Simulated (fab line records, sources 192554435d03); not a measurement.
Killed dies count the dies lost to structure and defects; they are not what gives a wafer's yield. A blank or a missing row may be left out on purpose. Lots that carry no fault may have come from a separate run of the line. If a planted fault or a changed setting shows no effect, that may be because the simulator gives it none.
Chamber matching + flow n5-finfet + 4 sister chambers for N5_FIN_SAQP_FIN_ETCH_36 on rie-si-05
The step etches the open film in HBr/Cl2/O2, target depth 120 nm, time 50.4 s. 20 wafers are shown with their chamber, then 10 later ones without.

EACH WAFER AND ITS CHAMBER
| wafer  | chamber | throttle-valve-pct (%) | drypump-motor-current-A (A) | oes-product-au (a.u.) |
|--------|---------|------------------------|-----------------------------|-----------------------|
| L075.1 | 0       | 36.6                   | 6.0                         | 0.965                 |
| L075.4 | 3       | 36.1                   | 6.1                         | 0.990                 |
| L075.5 | 0       | 36.6                   | 6.0                         | 0.963                 |
| L081.2 | 1       | 35.6                   | 6.1                         | 0.985                 |
| L081.3 | 2       | 36.4                   | 6.4                         | 1.016                 |
| L081.6 | 0       | 36.5                   | 6.1                         | 0.976                 |
| L082.3 | 3       | 36.1                   | 6.1                         | 0.996                 |
| L082.5 | 1       | 35.6                   | 6.1                         | 0.986                 |
| L082.6 | 0       | 36.5                   | 6.0                         | 0.978                 |
| L083.2 | 2       | 36.4                   | 6.4                         | 1.031                 |
| L083.3 | 0       | 36.5                   | 6.0                         | 0.982                 |
| L083.5 | 1       | 35.6                   | 6.1                         | 1.003                 |
| L085.1 | 2       | 36.4                   | 6.4                         | 1.026                 |
| L085.4 | 1       | 35.6                   | 6.1                         | 0.992                 |
| L085.5 | 3       | 36.1                   | 6.1                         | 1.002                 |
| L086.2 | 2       | 36.4                   | 6.4                         | 1.027                 |
| L086.3 | 1       | 35.6                   | 6.1                         | 0.970                 |
| L086.6 | 0       | 36.5                   | 6.0                         | 0.979                 |
| L088.4 | 3       | 36.1                   | 6.1                         | 1.000                 |
| L088.5 | 1       | 35.5                   | 6.1                         | 0.987                 |

SIGNATURES (averages over the wafers above)
| reading                 | chamber 0 | chamber 1 | chamber 2 | chamber 3 | scatter within a chamber |
|-------------------------|-----------|-----------|-----------|-----------|--------------------------|
| throttle-valve-pct      | 36.533    | 35.583    | 36.400    | 36.100    | 0.0368                   |
| drypump-motor-current-A | 6.017     | 6.100     | 6.400     | 6.100     | 0.0228                   |
| oes-product-au          | 0.97383   | 0.98717   | 1.02500   | 0.99700   | 0.00826                  |
Rule: for each reading, subtract the chamber's mean from the wafer's reading, divide by that reading's scatter and square the result; add these up over the readings and take the root, which gives the wafer's distance from the chamber. If the next closest chamber is less than 2 further off than the closest, the wafer can't be placed; otherwise it belongs to the closest. The scatter: take each reading less its chamber's mean, square it, sum over the shown wafers, divide by the number of wafers less the number of chambers, and take the root.

WAFERS WITHOUT THEIR CHAMBER
| wafer  | throttle-valve-pct (%) | drypump-motor-current-A (A) | oes-product-au (a.u.) |
|--------|------------------------|-----------------------------|-----------------------|
| L088.6 | 36.5                   | 6.0                         | 0.992                 |
| L089.1 | 36.1                   | 6.1                         | 0.993                 |
| L089.3 | 36.4                   | 6.3                         | 1.031                 |
| L089.5 | 36.4                   | 6.4                         | 1.031                 |
| L092.1 | 35.6                   | 6.2                         | 0.987                 |
| L092.2 | 36.4                   | 6.4                         | 1.034                 |
| L092.3 | 36.1                   | 6.1                         | 0.992                 |
| L097.3 | 36.1                   | 6.1                         | 0.989                 |
| L097.4 | 35.6                   | 6.1                         | 0.989                 |
| L097.5 | 36.5                   | 6.0                         | 0.978                 |

WHICH CHAMBER EACH ONE RAN IN
| wafer  | from the rows above | in truth |
|--------|---------------------|----------|
| L088.6 | 0                   | 0        |
| L089.1 | 3                   | 3        |
| L089.3 | 2                   | 2        |
| L089.5 | 2                   | 2        |
| L092.1 | 1                   | 1        |
| L092.2 | 2                   | 2        |
| L092.3 | 3                   | 3        |
| L097.3 | 3                   | 3        |
| L097.4 | 1                   | 1        |
| L097.5 | 0                   | 0        |
Correct placement for 10 of the 10. From these rows, 0 cannot be placed. Placed wrongly: 0.
